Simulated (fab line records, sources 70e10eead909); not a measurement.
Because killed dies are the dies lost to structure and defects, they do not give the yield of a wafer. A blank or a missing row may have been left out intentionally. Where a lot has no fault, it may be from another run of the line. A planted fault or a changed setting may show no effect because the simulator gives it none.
fab line records ; flow nandHarc
[record] lots = 7; wafers = 21; lastDay = 34
route steps=1302 shown A_WL_FILL@953 END@1302
lots that met no fault: taken from a fault-free run of the same line
startH: hours from the record's opening day to when the first of the lot's shown wafers began ; waitH: time in hours since the lot's previous step ; " same as the row above ; L1.1+2: one row covering several wafers at once ; - no value, or no start given ; * or withheld: withheld ; < > ~ a bound
route shown NAME@n: a module of which the file shows steps, and the number in the route of the first ; usual: mean/standard deviation taken from wafers without a fault ; same: alike in all rows ; chamber/n: place in a boat ; sites: readings site by site ; _std_site: standard deviation across them ; _edge_site: mean of outer sites minus mean of inner sites ; radiusMm: for every site, how far away it sits from the centre of the wafer ; mask NAME#n: copy n ; behind: the last tool/chamber to shape the wafer ; hold: reason for holding the lot/hours on hold/outcome of the hold ; device: which transistor (n, p or np) failed to switch ; end of line: at the end of the route, the tests of the same wafers ; where a step has no rows: the recipe by itself ; killed: dies that structure and defects cost at the first sort, which is not the same as the wafer's yield ; map: per-die view of a wafer (x killed, . not killed, _ where there is no die)
set.NAME: the setting that was run; set.NAME@STEP: the one run at that earlier step ; model.NAME: the simulator's own value behind a step, which no gauge read
lots at selected steps of the route; one table per step, one row per wafer
services: when a tool's chamber went out of use (startH, in hours from the record's first day, below 0 if earlier), for how many hours, and the reason
[[steps]]
[step NHARC_A_WL_FILL_RTA_01]
[recipe] tempC = 1000; timeS = 5
[usual] lampPowerPct = 29.8/1.6; lamp_zone_1_pct = 29.8/1.6; lamp_zone_5_pct = 29.8/1.6; wafer_temp_C_max = 1004.9/1.6
lot.wafer;tool;chamber;startH;waitH;lampPowerPct;lamp_zone_1_pct;lamp_zone_5_pct;wafer_temp_C_max
L105.2;rtpAnneal-01;0;466.91;-;28.3;28.3;28.3;1003.7
L105.5;rtpAnneal-01;0;466.91;-;28.3;28.3;28.4;1003.6
L105.6;rtpAnneal-01;0;466.91;-;28.3;28.3;28.3;1005.5
L110.1;rtpAnneal-02;0;509.23;0.3;31.5;31.5;31.5;1005.5
L110.2;rtpAnneal-02;0;509.23;0.3;31.5;31.6;31.5;1007.3
L110.6;rtpAnneal-02;0;509.23;0.3;31.5;31.5;31.5;1005.5
L112.2;rtpAnneal-02;0;552.53;-;31.4;31.5;31.5;1005.5
L112.3;rtpAnneal-02;0;552.53;-;31.5;31.5;31.5;1009.3
L112.4;rtpAnneal-02;0;552.53;-;31.4;31.5;31.5;1005.9
L113.1;rtpAnneal-01;0;554.55;-;28.3;28.3;28.3;1004.2
L113.2;rtpAnneal-01;0;554.55;-;28.3;28.3;28.3;1004.5
L113.5;rtpAnneal-01;0;554.55;-;28.3;28.3;28.3;1003.4
L114.1;rtpAnneal-01;0;562.68;-;28.3;28.4;28.3;1003.8
L114.2;rtpAnneal-01;0;562.68;-;28.3;28.3;28.4;1002.6
L114.5;rtpAnneal-01;0;562.68;-;28.3;28.3;28.3;1004.6
L123.3;rtpAnneal-01;0;642.55;-;28.3;28.3;28.3;1002.8
L123.5;rtpAnneal-01;0;642.55;-;28.4;28.3;28.3;1003.0
L123.6;rtpAnneal-01;0;642.55;-;28.3;28.3;28.3;1003.4
L127.1;rtpAnneal-01;0;700.52;-;28.3;28.3;28.3;1003.8
L127.3;rtpAnneal-01;0;700.52;-;28.3;28.3;28.3;1003.7
L127.5;rtpAnneal-01;0;700.52;-;28.3;28.3;28.3;1004.1
[step NHARC_A_WL_FILL_ALD_02]
[recipe] targetThkA = 20; pulseTimeS = 3; aldCycles = 100; tempC = 450; material = TiN
[step NHARC_A_WL_FILL_CVD_03]
[recipe] targetThkA = 400; tempC = 300; pressureTorr = 40; wf6FlowSccm = 40; h2FlowSccm = 1600; arFlowSccm = 1560; timeS = 279; material = W
[usual] heaterPowerW = 451/39; susceptorTempC = 300.01/0.21; throttleValvePct = 7.90/0.26
lot.wafer;tool;chamber;startH;waitH;heaterPowerW;susceptorTempC;throttleValvePct
L105.2;cvdW-02;1;467.67;0.1;439;300.04;7.95
L105.5;cvdW-02;1;467.67;0.1;436;300.10;7.67
L105.6;cvdW-02;0;467.67;0.1;412;300.06;8.09
L110.1;cvdW-01;0;509.89;0.1;448;300.09;8.01
L110.2;cvdW-01;1;509.89;0.1;513;300.33;7.49
L110.6;cvdW-01;1;509.89;0.1;512;300.18;7.48
L112.2;cvdW-02;0;553.20;0.1;415;300.14;8.40
L112.3;cvdW-02;1;553.20;0.1;448;300.20;7.81
L112.4;cvdW-02;0;553.20;0.1;416;300.01;8.16
L113.1;cvdW-02;0;555.19;0.1;419;299.80;8.34
L113.2;cvdW-02;1;555.19;0.1;442;300.05;7.97
L113.5;cvdW-02;0;555.19;0.1;425;300.00;8.41
L114.2;cvdW-02;0;563.34;0.1;412;300.14;8.28
L114.1;cvdW-02;1;563.34;0.1;448;299.79;8.03
L114.5;cvdW-02;0;563.34;0.1;420;300.26;8.26
L123.3;cvdW-01;1;643.31;0.2;522;300.26;8.02
L123.6;cvdW-01;0;643.31;0.2;426;299.73;7.80
L123.5;cvdW-01;1;643.31;0.2;512;300.18;7.73
L127.1;cvdW-01;0;701.18;0.1;428;299.61;8.00
L127.3;cvdW-01;1;701.18;0.1;524;299.73;7.77
L127.5;cvdW-01;1;701.18;0.1;515;299.61;7.77
[step NHARC_A_WL_FILL_ETCHBACK_04]
[recipe] targetDepthA = 600; timeS = 120; chemistry = NF3
[usual] drypumpMotorCurrentA = 5.54/0.29; oesProductAu = 0.997/0.0073
lot.wafer;tool;chamber;startH;waitH;drypumpMotorCurrentA;oesProductAu;rfHoursCounterH
L105.2;rieMetal-03;1;468.07;0.3;5.18;0.997;2.1
L105.6;rieMetal-03;1;468.07;0.3;5.19;0.996;-
L105.5;rieMetal-03;0;468.07;0.3;5.59;1.009;-
L110.1;rieMetal-02;1;510.29;0.3;5.17;0.996;1.0
L110.2;rieMetal-02;1;510.29;0.3;5.17;0.992;-
L110.6;rieMetal-02;1;510.29;0.3;5.19;1.008;-
L112.2;rieMetal-02;0;553.53;0.3;5.66;1.002;0.8
L112.3;rieMetal-02;0;553.53;0.3;5.69;1.002;-
L112.4;rieMetal-02;1;553.53;0.3;5.20;1.007;-
L113.2;rieMetal-03;0;555.57;0.3;5.62;1.003;0.1
L113.1;rieMetal-03;1;555.57;0.3;5.19;0.990;0.1
L113.5;rieMetal-03;1;555.57;0.3;5.18;0.989;-
L114.2;rieMetal-01;1;563.71;0.3;5.76;0.994;3.1
L114.1;rieMetal-01;0;563.71;0.3;5.95;1.007;3.1
L114.5;rieMetal-01;0;563.71;0.3;5.92;1.003;-
L123.3;rieMetal-01;0;643.59;0.2;5.91;0.995;-
L123.6;rieMetal-01;0;643.59;0.2;5.91;0.987;-
L123.5;rieMetal-01;1;643.59;0.2;5.82;1.005;-
L127.1;rieMetal-01;0;701.55;0.3;5.88;0.991;2.0
L127.3;rieMetal-01;1;701.55;0.3;5.78;1.003;-
L127.5;rieMetal-01;1;701.55;0.3;5.75;0.996;-
[step NHARC_A_WL_FILL_ETCHBACK_05]
[recipe] targetDepthA = 220; timeS = 60; tempC = 40; chemistry = Cl2/BCl3
[usual] drypumpMotorCurrentA = 5.54/0.28; oesProductAu = 1.000/0.0069
lot.wafer;tool;chamber;startH;waitH;drypumpMotorCurrentA;oesProductAu;rfHoursCounterH
L105.2;rieMetal-03;0;468.32;0.2;5.58;0.995;2.3
L105.6;rieMetal-03;1;468.32;0.2;5.17;0.993;-
L105.5;rieMetal-03;0;468.32;0.2;5.60;1.007;-
L110.1;rieMetal-02;1;510.73;0.4;5.20;1.006;1.2
L110.2;rieMetal-02;1;510.73;0.4;5.20;1.002;-
L110.6;rieMetal-02;1;510.73;0.4;5.22;0.997;-
L112.2;rieMetal-02;1;553.78;0.2;5.19;0.999;2.4
L112.4;rieMetal-02;0;553.78;0.2;5.64;0.998;-
L112.3;rieMetal-02;1;553.78;0.2;5.18;1.006;-
L113.2;rieMetal-03;0;555.81;0.2;5.61;0.998;0.3
L113.1;rieMetal-03;1;555.81;0.2;5.18;0.995;0.3
L113.5;rieMetal-03;0;555.81;0.2;5.61;0.994;-
L114.2;rieMetal-01;0;563.95;0.2;5.90;0.999;3.2
L114.1;rieMetal-01;1;563.95;0.2;5.76;0.995;3.2
L114.5;rieMetal-01;0;563.95;0.2;5.92;1.002;-
L123.3;rieMetal-01;0;643.79;0.2;5.92;0.985;-
L123.5;rieMetal-01;0;643.79;0.2;5.93;0.989;-
L123.6;rieMetal-01;1;643.79;0.2;5.76;1.004;-
L127.1;rieMetal-01;1;701.79;0.2;5.78;1.001;2.2
L127.3;rieMetal-01;0;701.79;0.2;5.94;0.996;-
L127.5;rieMetal-01;0;701.79;0.2;5.92;0.993;-
[step NHARC_A_WL_FILL_STRIP_27]
[recipe] powerW = 1500; tempC = 250; timeS = 20; chemistry = N2/H2
[usual] drypumpMotorCurrentA = 6.08/0.23; heaterPowerW = 349/29; rfReflPowerW = 21/5
lot.wafer;tool;chamber;startH;waitH;drypumpMotorCurrentA;heaterPowerW;rfHoursCounterH;rfReflPowerW
L105.2;plasmaAsher-01;0;468.45;0.1;5.84;353;24;24
L105.6;plasmaAsher-01;0;468.45;0.1;5.86;354;-;23
L105.5;plasmaAsher-01;1;468.45;0.1;5.86;396;-;15
L110.1;plasmaAsher-02;0;510.93;0.2;6.06;360;17;19
L110.2;plasmaAsher-02;1;510.93;0.2;6.41;306;17;28
L110.6;plasmaAsher-02;0;510.93;0.2;6.05;369;-;19
L112.2;plasmaAsher-02;1;553.93;0.1;6.38;309;26;28
L112.3;plasmaAsher-02;0;553.93;0.1;6.05;365;-;19
L112.4;plasmaAsher-02;1;553.93;0.1;6.36;313;-;27
L113.2;plasmaAsher-02;0;555.95;0.1;6.08;363;27;19
L113.1;plasmaAsher-02;1;555.95;0.1;6.40;306;27;28
L113.5;plasmaAsher-02;1;555.95;0.1;6.41;315;-;28
L114.1;plasmaAsher-02;1;564.09;0.1;6.37;304;28;27
L114.2;plasmaAsher-02;0;564.09;0.1;6.04;360;28;20
L114.5;plasmaAsher-02;1;564.09;0.1;6.36;313;-;28
L123.3;plasmaAsher-01;0;643.95;0.1;5.86;366;-;22
L123.5;plasmaAsher-01;0;643.95;0.1;5.86;357;-;23
L123.6;plasmaAsher-01;1;643.95;0.1;5.86;384;-;15
L127.1;plasmaAsher-02;1;702.11;0.3;6.41;310;16;27
L127.3;plasmaAsher-02;0;702.11;0.3;6.06;344;-;19
L127.5;plasmaAsher-02;0;702.11;0.3;6.06;352;-;18
[step NHARC_A_WL_FILL_STRIP_28]
[recipe] timeS = 1200; tempC = 72.5; chemistry = postEtchResidueRemover
[step NHARC_A_WL_FILL_PRECLEAN_06]
[recipe] timeS = 300; chemistry = DIW
[step NHARC_A_WL_FILL_SRD_07]
[step NHARC_A_WL_FILL_ANNEAL_08]
[recipe] tempC = 450; timeS = 1800
[step NHARC_A_WL_FILL_ALD_10]
[recipe] targetThkA = 500; pulseTimeS = 10; aldCycles = 500; tempC = 300; material = SiO2
[usual] aldCycles = 500/0; heaterPowerOuterW = 256/28; heaterPowerW = 455/41; precursorPulseHeightRel = 0.999/0.021; susceptorTempC = 299.99/0.2
lot.wafer;tool;chamber;startH;waitH;aldCycles;heaterPowerOuterW;heaterPowerW;precursorPulseHeightRel;susceptorTempC
L105.2;aldHk-04;1;474.67;1.1;500;244;450;1.021;299.81
L105.5;aldHk-04;3;475.70;2.1;500;242;456;1.006;300.05
L105.6;aldHk-04;0;475.70;2.1;500;284;482;1.011;299.75
L110.2;aldHk-02;3;518.32;3.0;500;282;533;1.018;299.76
L110.1;aldHk-02;2;519.86;4.6;500;308;522;0.999;299.82
L110.6;aldHk-02;0;520.89;5.6;500;249;418;1.036;299.71
L112.2;aldHk-02;3;561.74;0.1;-;-;-;-;-
L112.3;aldHk-02;0;561.74;0.1;-;-;-;-;-
L112.4;aldHk-02;2;563.29;1.6;-;-;-;-;-
L113.1;aldHk-04;3;562.26;0.6;-;-;-;-;-
L113.2;aldHk-04;1;563.29;1.6;-;-;-;-;-
L113.5;aldHk-04;2;563.29;1.6;-;-;-;-;-
L114.2;aldHk-04;3;569.50;0.1;-;-;-;-;-
L114.1;aldHk-04;1;570.53;1.1;-;-;-;-;-
L114.5;aldHk-04;3;571.56;2.1;-;-;-;-;-
L123.3;aldHk-01;3;652.54;3.4;500;242;405;1.008;299.66
L123.6;aldHk-01;3;654.60;5.5;500;243;403;0.942;300.02
L123.5;aldHk-01;0;654.60;5.5;500;208;400;0.996;299.79
L127.3;aldHk-01;1;708.52;1.1;500;286;492;0.999;-
L127.1;aldHk-01;2;708.52;1.1;500;244;439;1.027;-
L127.5;aldHk-01;3;708.52;1.1;500;235;393;1.003;-
[step NHARC_A_WL_FILL_ETCHBACK_16]
[recipe] targetDepthA = 1200; timeS = 24; c4f8FlowSccm = withheld; o2FlowSccm = 8; arFlowSccm = withheld; rfW = 600; biasW = 800; chemistry = C4F8/O2/Ar
[step NHARC_END_SORT_01]
[recipe] tempC = 25
[usual] killedAtArray = 56/21; killedAtOther = 1.2/1.6; killedAtPeriphery = 3.7/2.5; killedDies = 61/21; killedOpen = 3.1/1.8; killedShort = 2.8/1.7
[same] grossDies = 677
lot.wafer;tool;chamber;startH;waitH;hold;killedAtArray;killedAtOther;killedAtPeriphery;killedDies;killedOpen;killedShort
L105.2;prober-02;0;561.26;2.8;-;69;3;5;77;0;2
L105.5;prober-02;0;563.63;3.7;-;73;3;8;84;5;0
L105.6;prober-02;0;564.42;4.0;-;80;5;3;88;4;5
L110.1;prober-02;0;600.77;2.5;-;66;0;2;68;2;3
L110.2;prober-02;0;601.54;2.7;-;60;0;2;62;4;1
L110.6;prober-02;0;604.62;3.9;-;72;2;2;76;4;2
L113.1;prober-01;0;652.58;2.5;awaitDispo/1.9h/scrap;669;5;3;677;4;2
L113.2;prober-01;0;653.39;2.8;awaitDispo/1.9h/scrap;666;5;6;677;6;1
L113.5;prober-01;0;655.80;3.7;awaitDispo/1.9h/scrap;671;2;4;677;3;5
L112.2;prober-02;0;653.45;2.8;awaitDispo/3.7h/scrap;673;0;4;677;4;3
L112.3;prober-02;0;654.25;3.1;awaitDispo/3.7h/scrap;673;2;2;677;1;2
L112.4;prober-02;0;655.05;3.4;awaitDispo/3.7h/scrap;675;1;1;677;4;3
L114.1;prober-01;0;660.44;2.5;awaitDispo/2.2h/scrap;670;4;3;677;3;4
L114.2;prober-01;0;661.25;2.8;awaitDispo/2.2h/scrap;670;4;3;677;2;2
L114.5;prober-01;0;663.67;3.7;awaitDispo/2.2h/scrap;671;2;4;677;3;2
L123.3;prober-02;0;740.35;3.1;-;49;1;6;56;3;1
L123.5;prober-02;0;741.95;3.7;-;50;0;1;51;4;1
L123.6;prober-02;0;742.75;4.0;-;42;0;5;47;5;1
// killed by level:class
L105.2 A_CHANNEL_HOLE_D1:chamberFilmFlake=32 A_SLIT:chamberFilmFlake=16 A_CHANNEL_HOLE_D2:chamberFilmFlake=6 A_CHANNEL_FILL_D2:chamberFilmFlake=3 A_STAIRCASE:chamberFilmFlake=3 A_SGD_CUT:chamberFilmFlake=3 A_CONTACT:chamberFilmFlake=3 THIN_TSV:chamberFilmFlake=3
L105.5 A_CHANNEL_HOLE_D1:chamberFilmFlake=34 A_SLIT:chamberFilmFlake=20 A_CHANNEL_HOLE_D2:chamberFilmFlake=8 A_CONTACT:chamberFilmFlake=5 P_BONDPAD:chamberFilmFlake=3 THIN_TSV:chamberFilmFlake=3 P_ZERO_WELL:chamberFilmFlake=2 A_CHANNEL_FILL_D2:chamberFilmFlake=2
L105.6 A_CHANNEL_HOLE_D1:chamberFilmFlake=32 A_SLIT:chamberFilmFlake=22 A_CONTACT:chamberFilmFlake=6 A_SGD_CUT:chamberFilmFlake=5 THIN_TSV:chamberFilmFlake=5 A_ONON_D2:geometricParticle:short=3 A_CHANNEL_HOLE_D2:chamberFilmFlake=3 A_STAIRCASE:chamberFilmFlake=3
L110.1 A_CHANNEL_HOLE_D2:chamberFilmFlake=30 A_SLIT:chamberFilmFlake=21 A_SOURCE_PLATE:geometricParticle:short=2 A_CHANNEL_HOLE_D1:chamberFilmFlake=2 A_CHANNEL_FILL_D2:chamberFilmFlake=2 A_STAIRCASE:chamberFilmFlake=2 A_CONTACT:chamberFilmFlake=2 A_M0:chamberFilmFlake=2
L110.2 A_SLIT:chamberFilmFlake=28 A_CHANNEL_HOLE_D2:chamberFilmFlake=23 A_CHANNEL_HOLE_D1:chamberFilmFlake=2 A_STAIRCASE:chamberFilmFlake=2 P_CONTACT:geometricParticle:open=1 A_ONON_D1:geometricParticle:open=1 A_CHANNEL_HOLE_D1:geometricParticle:open=1 A_DECK1_JOINT:geometricParticle:open=1
L110.6 A_CHANNEL_HOLE_D2:chamberFilmFlake=36 A_SLIT:chamberFilmFlake=23 A_CONTACT:chamberFilmFlake=3 A_STAIRCASE:chamberFilmFlake=2 A_M0:chamberFilmFlake=2 P_GATE:geometricParticle:short=1 P_M2:geometricParticle:short=1 A_CHANNEL_HOLE_D1:geometricParticle:open=1
L113.1 A_WL_FILL:areaAld=599 A_CHANNEL_HOLE_D1:chamberFilmFlake=26 A_CHANNEL_HOLE_D2:chamberFilmFlake=16 A_SLIT:chamberFilmFlake=11 THIN_TSV:chamberFilmFlake=5 A_CONTACT:chamberFilmFlake=3 A_ONON_D1:geometricParticle:short=2 A_ONON_D1:geometricParticle:open=2
L113.2 A_WL_FILL:areaAld=593 A_CHANNEL_HOLE_D1:chamberFilmFlake=31 A_SLIT:chamberFilmFlake=18 A_CHANNEL_HOLE_D2:chamberFilmFlake=14 THIN_TSV:chamberFilmFlake=5 A_M1:chamberFilmFlake=3 P_STI:chamberFilmFlake=2 P_M1:geometricParticle:open=1
L112.2 A_WL_FILL:areaAld=620 A_CHANNEL_HOLE_D1:chamberFilmFlake=31 A_CHANNEL_HOLE_D2:chamberFilmFlake=7 A_CONTACT:chamberFilmFlake=7 A_M1:chamberFilmFlake=3 P_M0:geometricParticle:open=2 P_STI:geometricParticle:open=1 P_CONTACT:geometricParticle:open=1
L112.3 A_WL_FILL:areaAld=616 A_CHANNEL_HOLE_D1:chamberFilmFlake=35 A_CHANNEL_HOLE_D2:chamberFilmFlake=8 A_CONTACT:chamberFilmFlake=6 A_STAIRCASE:chamberFilmFlake=2 THIN_TSV:chamberFilmFlake=2 A_DECK1_JOINT:geometricParticle:open=1 A_ONON_D2:geometricParticle:short=1
L112.4 A_WL_FILL:areaAld=599 A_CHANNEL_HOLE_D1:chamberFilmFlake=32 A_CHANNEL_HOLE_D2:chamberFilmFlake=15 A_CONTACT:chamberFilmFlake=10 A_DECK1_JOINT:chamberFilmFlake=5 A_M1:chamberFilmFlake=4 A_SLIT:chamberFilmFlake=2 P_M1:geometricParticle:short=1
L113.5 A_WL_FILL:areaAld=581 A_CHANNEL_HOLE_D1:chamberFilmFlake=40 A_SLIT:chamberFilmFlake=25 A_CHANNEL_HOLE_D2:chamberFilmFlake=12 A_CONTACT:chamberFilmFlake=4 P_GATE:chamberFilmFlake=2 THIN_TSV:chamberFilmFlake=2 P_STI:geometricParticle:short=1
L114.1 A_WL_FILL:areaAld=642 A_CHANNEL_HOLE_D2:chamberFilmFlake=15 A_CHANNEL_HOLE_D1:chamberFilmFlake=5 THIN_TSV:chamberFilmFlake=4 A_STAIRCASE:chamberFilmFlake=2 P_GATE:geometricParticle:open=1 P_CONTACT:geometricParticle:short=1 A_CHANNEL_FILL_D1:geometricParticle:short=1
L114.2 A_WL_FILL:areaAld=636 A_CHANNEL_HOLE_D2:chamberFilmFlake=18 A_CHANNEL_HOLE_D1:chamberFilmFlake=7 THIN_TSV:chamberFilmFlake=4 A_SLIT:chamberFilmFlake=3 P_GATE:chamberFilmFlake=2 P_CONTACT:geometricParticle:open=1 A_DECK1_JOINT:geometricParticle:short=1
L114.5 A_WL_FILL:areaAld=644 A_CHANNEL_HOLE_D2:chamberFilmFlake=18 P_GATE:chamberFilmFlake=3 A_CHANNEL_HOLE_D1:chamberFilmFlake=3 A_DECK1_JOINT:geometricParticle:short=2 THIN_TSV:chamberFilmFlake=2 P_STI:geometricParticle:open=1 A_BLC:geometricParticle:open=1
L123.3 A_CHANNEL_HOLE_D2:chamberFilmFlake=18 A_CHANNEL_HOLE_D1:chamberFilmFlake=13 A_STAIRCASE:chamberFilmFlake=7 A_SLIT:chamberFilmFlake=5 P_STI:chamberFilmFlake=2 A_CHANNEL_FILL_D1:chamberFilmFlake=2 P_M0:geometricParticle:open=1 P_M0:geometricParticle:short=1
L123.5 A_CHANNEL_HOLE_D2:chamberFilmFlake=19 A_CHANNEL_HOLE_D1:chamberFilmFlake=11 A_STAIRCASE:chamberFilmFlake=7 A_SLIT:chamberFilmFlake=4 A_CHANNEL_FILL_D2:chamberFilmFlake=2 A_CONTACT:chamberFilmFlake=2 P_CONTACT:geometricParticle:open=1 A_CHANNEL_FILL_D1:geometricParticle:open=1
L123.6 A_CHANNEL_HOLE_D2:chamberFilmFlake=21 A_CHANNEL_HOLE_D1:chamberFilmFlake=8 A_STAIRCASE:chamberFilmFlake=4 A_CONTACT:chamberFilmFlake=3 P_STI:chamberFilmFlake=2 A_SLIT:chamberFilmFlake=2 P_GATE:geometricParticle:short=1 P_CONTACT:geometricParticle:open=1
// map L112.2 (x killed, . not)
____________x____________
_________xxxxxxx_________
_______xxxxxxxxxxx_______
______xxxxxxxxxxxxx______
_____xxxxxxxxxxxxxxx_____
____xxxxxxxxxxxxxxxxx____
____xxxxxxxxxxxxxxxxx____
___xxxxxxxxxxxxxxxxxxx___
___xxxxxxxxxxxxxxxxxxx___
__xxxxxxxxxxxxxxxxxxxxx__
__xxxxxxxxxxxxxxxxxxxxx__
_xxxxxxxxxxxxxxxxxxxxxxx_
_xxxxxxxxxxxxxxxxxxxxxxx_
_xxxxxxxxxxxxxxxxxxxxxxx_
_xxxxxxxxxxxxxxxxxxxxxxx_
_xxxxxxxxxxxxxxxxxxxxxxx_
xxxxxxxxxxxxxxxxxxxxxxxxx
xxxxxxxxxxxxxxxxxxxxxxxxx
xxxxxxxxxxxxxxxxxxxxxxxxx
xxxxxxxxxxxxxxxxxxxxxxxxx
xxxxxxxxxxxxxxxxxxxxxxxxx
_xxxxxxxxxxxxxxxxxxxxxxx_
_xxxxxxxxxxxxxxxxxxxxxxx_
_xxxxxxxxxxxxxxxxxxxxxxx_
_xxxxxxxxxxxxxxxxxxxxxxx_
_xxxxxxxxxxxxxxxxxxxxxxx_
__xxxxxxxxxxxxxxxxxxxxx__
__xxxxxxxxxxxxxxxxxxxxx__
___xxxxxxxxxxxxxxxxxxx___
___xxxxxxxxxxxxxxxxxxx___
____xxxxxxxxxxxxxxxxx____
____xxxxxxxxxxxxxxxxx____
_____xxxxxxxxxxxxxxx_____
______xxxxxxxxxxxxx______
_______xxxxxxxxxxx_______
_________xxxxxxx_________
____________x____________
// map L113.1 (x killed, . not)
____________x____________
_________xxxxxxx_________
_______xxxxxxxxxxx_______
______xxxxxxxxxxxxx______
_____xxxxxxxxxxxxxxx_____
____xxxxxxxxxxxxxxxxx____
____xxxxxxxxxxxxxxxxx____
___xxxxxxxxxxxxxxxxxxx___
___xxxxxxxxxxxxxxxxxxx___
__xxxxxxxxxxxxxxxxxxxxx__
__xxxxxxxxxxxxxxxxxxxxx__
_xxxxxxxxxxxxxxxxxxxxxxx_
_xxxxxxxxxxxxxxxxxxxxxxx_
_xxxxxxxxxxxxxxxxxxxxxxx_
_xxxxxxxxxxxxxxxxxxxxxxx_
_xxxxxxxxxxxxxxxxxxxxxxx_
xxxxxxxxxxxxxxxxxxxxxxxxx
xxxxxxxxxxxxxxxxxxxxxxxxx
xxxxxxxxxxxxxxxxxxxxxxxxx
xxxxxxxxxxxxxxxxxxxxxxxxx
xxxxxxxxxxxxxxxxxxxxxxxxx
_xxxxxxxxxxxxxxxxxxxxxxx_
_xxxxxxxxxxxxxxxxxxxxxxx_
_xxxxxxxxxxxxxxxxxxxxxxx_
_xxxxxxxxxxxxxxxxxxxxxxx_
_xxxxxxxxxxxxxxxxxxxxxxx_
__xxxxxxxxxxxxxxxxxxxxx__
__xxxxxxxxxxxxxxxxxxxxx__
___xxxxxxxxxxxxxxxxxxx___
___xxxxxxxxxxxxxxxxxxx___
____xxxxxxxxxxxxxxxxx____
____xxxxxxxxxxxxxxxxx____
_____xxxxxxxxxxxxxxx_____
______xxxxxxxxxxxxx______
_______xxxxxxxxxxx_______
_________xxxxxxx_________
____________x____________
[[services]]
tool;chamber;startH;hours;kind
cvdW-02;-;450.30;13.0;pm
rieMetal-02;-;454.00;9.0;pm
aldHk-04;-;466.97;2.1;repair
plasmaAsher-02;-;475.04;1.4;repair
cvdW-01;0;481.41;1.6;repair
aldHk-04;-;487.39;0.2;repair
cvdW-02;1;489.96;5.6;repair
rieMetal-01;0;497.64;2.9;repair
rieMetal-02;0;503.75;21.5;repair
rieMetal-01;-;509.82;1.4;repair
rieMetal-03;-;519.00;9.0;pm
rieMetal-02;-;538.05;1.3;repair
cvdW-01;-;547.00;13.0;pm
rieMetal-03;0;556.59;5.7;repair
rieMetal-01;-;575.00;9.0;pm
plasmaAsher-02;-;603.81;9.0;pm
rieMetal-01;1;626.54;1.2;repair
rieMetal-02;-;631.00;9.0;pm
cvdW-02;-;631.30;13.0;pm
plasmaAsher-02;-;657.54;3.0;repair
cvdW-02;-;670.24;1.0;repair
rieMetal-02;-;680.07;1.7;repair
rieMetal-02;-;687.87;4.5;repair
rieMetal-03;-;696.00;9.0;pm
[[key]]
[firstSign] step = NHARC_A_WL_FILL_ALD_10; reading = toolRecord; direction = missing
[effect] step = NHARC_END_SORT_01; reading = killedAtArray; direction = up; sigmas = 29; usual = 56; struck = 671
[moreKillsBornAt] NHARC_A_WL_FILL_ALD_10@aldHk-04 = 3695; NHARC_A_WL_FILL_ALD_10@aldHk-02 = 1835
metAt NHARC_A_WL_FILL_ALD_10
struckWafers L112.2,L112.3,L112.4,L113.1,L113.2,L113.5,L114.1,L114.2,L114.5
laterRowsLeftOut L112.2,L112.3,L112.4,L113.1,L113.2,L113.5,L114.1,L114.2,L114.5
testerLeftOut L112,L113,L114
onsetBetween 518.32 561.74
[fault] kind = skippedStepWhole; tool = aldHk-02,aldHk-04; chamber = -; onsetH = 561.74; steps = NHARC_A_WL_FILL_ALD_10; scope = struckLotsOnly
// testerLeftOut: of these lots the tester's yield and bins aren't shown, on N5 and GAA mostly nor the transistor test; their killed dies are dies lost to structure and defects alone, not to doping, threshold or leakage, so they don't give the yield
// laterRowsLeftOut: the simulator's readings of these wafers behind a module that went badly wrong aren't trusted and aren't shown, but for the sort
